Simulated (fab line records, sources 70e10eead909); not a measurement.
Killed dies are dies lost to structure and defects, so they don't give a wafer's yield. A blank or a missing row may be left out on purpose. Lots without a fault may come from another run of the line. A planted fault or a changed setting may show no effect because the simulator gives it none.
Chamber matching | flow nand_harc | NHARC_P_M1_ETCH_35 on rie_diel-12: 4 sister chambers
The step etches the open film in N2/H2, target depth 40 nm, overetch 12 nm, time 43.94 s. 8 wafers are shown with their chamber, then 9 later ones without.

WAFERS WITH THEIR CHAMBER
wafer  | chamber | showerhead_plenum_p_Torr (Torr) | oes_product_au (a.u.)
L147.4 | 2       | 2.01                            | 0.984
L149.3 | 3       | 2.03                            | 0.990
L150.1 | 3       | 2.03                            | 0.996
L150.2 | 1       | 1.92                            | 1.038
L150.5 | 0       | 1.99                            | 0.978
L151.2 | 2       | 2.01                            | 0.989
L151.4 | 0       | 1.98                            | 0.980
L151.5 | 1       | 1.92                            | 1.041

WAFERS WITHOUT THEIR CHAMBER
wafer  | showerhead_plenum_p_Torr (Torr) | oes_product_au (a.u.)
L152.1 | 1.92                            | 1.031
L152.3 | 2.03                            | 1.009
L152.4 | 1.98                            | 0.975
L153.4 | 1.98                            | 0.982
L153.5 | 1.92                            | 1.036
L153.6 | 2.01                            | 0.986
L164.1 | 1.98                            | 1.004
L164.2 | 2.03                            | 1.039
L164.5 | 1.92                            | 1.021

WHICH CHAMBER EACH WENT THROUGH
wafer  | from the rows above     | in truth
L152.1 | 1                       | 1
L152.3 | 3                       | 3
L152.4 | 0                       | 0
L153.4 | 0                       | 0
L153.5 | 1                       | 1
L153.6 | 2                       | 2
L164.1 | can't be placed: 0 or 2 | 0
L164.2 | 3                       | 3
L164.5 | 1                       | 1
Placed correctly: 8 of 9. Can't be placed from these rows: 1 (the true chamber is among the candidates in 1). Placed wrongly: 0.
How it was worked out, from the rows above alone: a wafer's distance from a chamber is the root of the sum, over the readings, of the square of ((its reading less the chamber's mean) divided by the reading's scatter). The wafer belongs to the nearest chamber; if the next one is less than 2 further off, it can't be placed. A chamber's mean is the mean of its shown wafers. The scatter: the root of (the sum of the squares of (reading less its chamber's mean) over the shown wafers, divided by (wafers less chambers)).
